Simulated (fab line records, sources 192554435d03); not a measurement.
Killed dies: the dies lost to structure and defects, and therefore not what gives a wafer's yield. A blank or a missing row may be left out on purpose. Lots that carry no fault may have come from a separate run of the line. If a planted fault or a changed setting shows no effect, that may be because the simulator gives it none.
Chamber matching || flow n5 finfet || N5_SDB_DESCUM_16 on rie diel-02: 4 sister chambers
The step chemistry O2, time 7.9 s. 4 wafers are shown with their chamber, then 11 later ones without.

== WAFERS PAIRED WITH THEIR CHAMBERS ==
{"wafer": "L086.4", "chamber": 3, "showerhead plenum p Torr (Torr)": 2.14}
{"wafer": "L091.5", "chamber": 1, "showerhead plenum p Torr (Torr)": 2.12}
{"wafer": "L091.6", "chamber": 2, "showerhead plenum p Torr (Torr)": 2.21}
{"wafer": "L093.2", "chamber": 0, "showerhead plenum p Torr (Torr)": 1.99}

== WAFERS WITH NO CHAMBER GIVEN ==
{"wafer": "L093.4", "showerhead plenum p Torr (Torr)": 2.12}
{"wafer": "L093.6", "showerhead plenum p Torr (Torr)": 2.12}
{"wafer": "L092.1", "showerhead plenum p Torr (Torr)": 2.13}
{"wafer": "L092.2", "showerhead plenum p Torr (Torr)": 2.12}
{"wafer": "L092.3", "showerhead plenum p Torr (Torr)": 2.21}
{"wafer": "L094.3", "showerhead plenum p Torr (Torr)": 2.12}
{"wafer": "L094.5", "showerhead plenum p Torr (Torr)": 2.21}
{"wafer": "L094.6", "showerhead plenum p Torr (Torr)": 2.12}
{"wafer": "L097.1", "showerhead plenum p Torr (Torr)": 2.13}
{"wafer": "L097.3", "showerhead plenum p Torr (Torr)": 2.12}
{"wafer": "L097.6", "showerhead plenum p Torr (Torr)": 1.99}

== EACH ONE'S CHAMBER ==
{"wafer": "L093.4", "from the rows above": 1, "in truth": 1}
{"wafer": "L093.6", "from the rows above": 1, "in truth": 1}
{"wafer": "L092.1", "from the rows above": "can't be placed: 1 or 3", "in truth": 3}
{"wafer": "L092.2", "from the rows above": 1, "in truth": 1}
{"wafer": "L092.3", "from the rows above": 2, "in truth": 2}
{"wafer": "L094.3", "from the rows above": 1, "in truth": 1}
{"wafer": "L094.5", "from the rows above": 2, "in truth": 2}
{"wafer": "L094.6", "from the rows above": 1, "in truth": 1}
{"wafer": "L097.1", "from the rows above": "can't be placed: 1 or 3", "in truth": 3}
{"wafer": "L097.3", "from the rows above": 1, "in truth": 1}
{"wafer": "L097.6", "from the rows above": 0, "in truth": 0}
Correctly placed: 9 of 11. Unplaceable from these rows: 2, with the true chamber sitting among the candidates in 2. Placed wrongly: 0.
How it was worked out, from the rows above alone: a wafer's distance from a chamber is the root of the sum, over the readings, of the square of ((its reading less the chamber's mean) divided by the reading's scatter). If the next closest chamber is less than 2 further off than the closest, the wafer can't be placed; otherwise it belongs to the closest. Each chamber's mean is taken over the wafers shown for it. The scatter: with one shown wafer a chamber, the root of the mean of the squares of how far each hidden wafer lies from its nearest shown one.
